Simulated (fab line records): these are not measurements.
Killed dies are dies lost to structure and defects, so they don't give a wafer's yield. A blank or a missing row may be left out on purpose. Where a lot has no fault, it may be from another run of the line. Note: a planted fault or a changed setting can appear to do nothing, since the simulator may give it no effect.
Matching of chambers :: flow n5_finfet :: N5_BEOL_M6_PECVD_70 on pecvd-03: 3 sister chambers
The step deposits SiO2 from TEOS/O2, target thk 20 nm, time 22.7 s. 24 wafers are shown with their chamber, then 12 later ones without.

== WAFERS WITH THEIR CHAMBER ==
wafer: L074.1
chamber: 1
throttle_valve_pct (%): 20.8
showerhead_plenum_p_Torr (Torr): 8.82
heater_power_w (W): 570

wafer: L074.2
chamber: 2
throttle_valve_pct (%): 21.6
showerhead_plenum_p_Torr (Torr): 8.77
heater_power_w (W): 845

wafer: L074.3
chamber: 0
throttle_valve_pct (%): 25.2
showerhead_plenum_p_Torr (Torr): 8.76
heater_power_w (W): 577

wafer: L074.4
chamber: 0
throttle_valve_pct (%): 25.4
showerhead_plenum_p_Torr (Torr): 8.74
heater_power_w (W): 567

wafer: L074.5
chamber: 1
throttle_valve_pct (%): 20.7
showerhead_plenum_p_Torr (Torr): 8.84
heater_power_w (W): 577

wafer: L074.6
chamber: 2
throttle_valve_pct (%): 21.5
showerhead_plenum_p_Torr (Torr): 8.75
heater_power_w (W): 857

wafer: L075.2
chamber: 2
throttle_valve_pct (%): 21.6
showerhead_plenum_p_Torr (Torr): 8.74
heater_power_w (W): 821

wafer: L075.3
chamber: 0
throttle_valve_pct (%): 25.0
showerhead_plenum_p_Torr (Torr): 8.77
heater_power_w (W): 567

wafer: L075.4
chamber: 0
throttle_valve_pct (%): 25.3
showerhead_plenum_p_Torr (Torr): 8.78
heater_power_w (W): 559

wafer: L076.1
chamber: 0
throttle_valve_pct (%): 25.1
showerhead_plenum_p_Torr (Torr): 8.78
heater_power_w (W): 626

wafer: L076.3
chamber: 1
throttle_valve_pct (%): 20.8
showerhead_plenum_p_Torr (Torr): 8.84
heater_power_w (W): 483

wafer: L076.4
chamber: 1
throttle_valve_pct (%): 21.0
showerhead_plenum_p_Torr (Torr): 8.83
heater_power_w (W): 479

wafer: L077.2
chamber: 1
throttle_valve_pct (%): 21.2
showerhead_plenum_p_Torr (Torr): 8.83
heater_power_w (W): 594

wafer: L077.4
chamber: 1
throttle_valve_pct (%): 20.7
showerhead_plenum_p_Torr (Torr): 8.83
heater_power_w (W): 580

wafer: L077.5
chamber: 0
throttle_valve_pct (%): 25.1
showerhead_plenum_p_Torr (Torr): 8.77
heater_power_w (W): 590

wafer: L079.2
chamber: 2
throttle_valve_pct (%): 21.5
showerhead_plenum_p_Torr (Torr): 8.72
heater_power_w (W): 823

wafer: L079.3
chamber: 0
throttle_valve_pct (%): 25.3
showerhead_plenum_p_Torr (Torr): 8.75
heater_power_w (W): 653

wafer: L079.5
chamber: 2
throttle_valve_pct (%): 22.2
showerhead_plenum_p_Torr (Torr): 8.73
heater_power_w (W): 825

wafer: L081.2
chamber: 0
throttle_valve_pct (%): 25.4
showerhead_plenum_p_Torr (Torr): 8.75
heater_power_w (W): 648

wafer: L081.3
chamber: 2
throttle_valve_pct (%): 21.6
showerhead_plenum_p_Torr (Torr): 8.75
heater_power_w (W): 753

wafer: L081.5
chamber: 0
throttle_valve_pct (%): 25.4
showerhead_plenum_p_Torr (Torr): 8.75
heater_power_w (W): 658

wafer: L085.2
chamber: 2
throttle_valve_pct (%): 21.6
showerhead_plenum_p_Torr (Torr): 8.75
heater_power_w (W): 871

wafer: L085.5
chamber: 0
throttle_valve_pct (%): 25.2
showerhead_plenum_p_Torr (Torr): 8.76
heater_power_w (W): 691

wafer: L085.6
chamber: 2
throttle_valve_pct (%): 21.8
showerhead_plenum_p_Torr (Torr): 8.77
heater_power_w (W): 843

SIGNATURES (averages over the wafers above)
reading: throttle_valve_pct
chamber 0: 25.240
chamber 1: 20.867
chamber 2: 21.675
scatter within a chamber: 0.189

reading: showerhead_plenum_p_Torr
chamber 0: 8.7610
chamber 1: 8.8317
chamber 2: 8.7475
scatter within a chamber: 0.014

reading: heater_power_w
chamber 0: 613.60
chamber 1: 547.17
chamber 2: 829.75
scatter within a chamber: 44.9
Rule: a wafer's distance from a chamber is the root of the sum, over the readings, of the square of ((its reading less the chamber's mean) divided by the reading's scatter). The wafer belongs to the nearest chamber; if the next one is less than 2 further off, it can't be placed. The scatter is the square root of a quotient: the sum, over the shown wafers, of each reading's squared deviation from its chamber's mean, divided by wafers minus chambers.

== WAFERS WITHOUT THEIR CHAMBER ==
wafer: L090.1
throttle_valve_pct (%): 21.8
showerhead_plenum_p_Torr (Torr): 8.75
heater_power_w (W): 788

wafer: L090.2
throttle_valve_pct (%): 25.4
showerhead_plenum_p_Torr (Torr): 8.76
heater_power_w (W): 627

wafer: L090.3
throttle_valve_pct (%): 20.9
showerhead_plenum_p_Torr (Torr): 8.84
heater_power_w (W): 574

wafer: L090.4
throttle_valve_pct (%): 21.1
showerhead_plenum_p_Torr (Torr): 8.84
heater_power_w (W): 576

wafer: L090.5
throttle_valve_pct (%): 25.4
showerhead_plenum_p_Torr (Torr): 8.78
heater_power_w (W): 636

wafer: L090.6
throttle_valve_pct (%): 21.8
showerhead_plenum_p_Torr (Torr): 8.76
heater_power_w (W): 803

wafer: L095.1
throttle_valve_pct (%): 21.1
showerhead_plenum_p_Torr (Torr): 8.85
heater_power_w (W): 497

wafer: L095.5
throttle_valve_pct (%): 20.8
showerhead_plenum_p_Torr (Torr): 8.85
heater_power_w (W): 506

wafer: L095.6
throttle_valve_pct (%): 21.8
showerhead_plenum_p_Torr (Torr): 8.74
heater_power_w (W): 749

wafer: L097.1
throttle_valve_pct (%): 20.9
showerhead_plenum_p_Torr (Torr): 8.82
heater_power_w (W): 532

wafer: L097.3
throttle_valve_pct (%): 25.3
showerhead_plenum_p_Torr (Torr): 8.77
heater_power_w (W): 650

wafer: L097.5
throttle_valve_pct (%): 21.1
showerhead_plenum_p_Torr (Torr): 8.83
heater_power_w (W): 538

== THE CHAMBER EACH PASSED THROUGH ==
wafer: L090.1
from the rows above: 2
in truth: 2

wafer: L090.2
from the rows above: 0
in truth: 0

wafer: L090.3
from the rows above: 1
in truth: 1

wafer: L090.4
from the rows above: 1
in truth: 1

wafer: L090.5
from the rows above: 0
in truth: 0

wafer: L090.6
from the rows above: 2
in truth: 2

wafer: L095.1
from the rows above: 1
in truth: 1

wafer: L095.5
from the rows above: 1
in truth: 1

wafer: L095.6
from the rows above: 2
in truth: 2

wafer: L097.1
from the rows above: 1
in truth: 1

wafer: L097.3
from the rows above: 0
in truth: 0

wafer: L097.5
from the rows above: 1
in truth: 1
Placed correctly: 12 of 12. Left unplaced by these rows: 0. Number placed wrongly: 0.
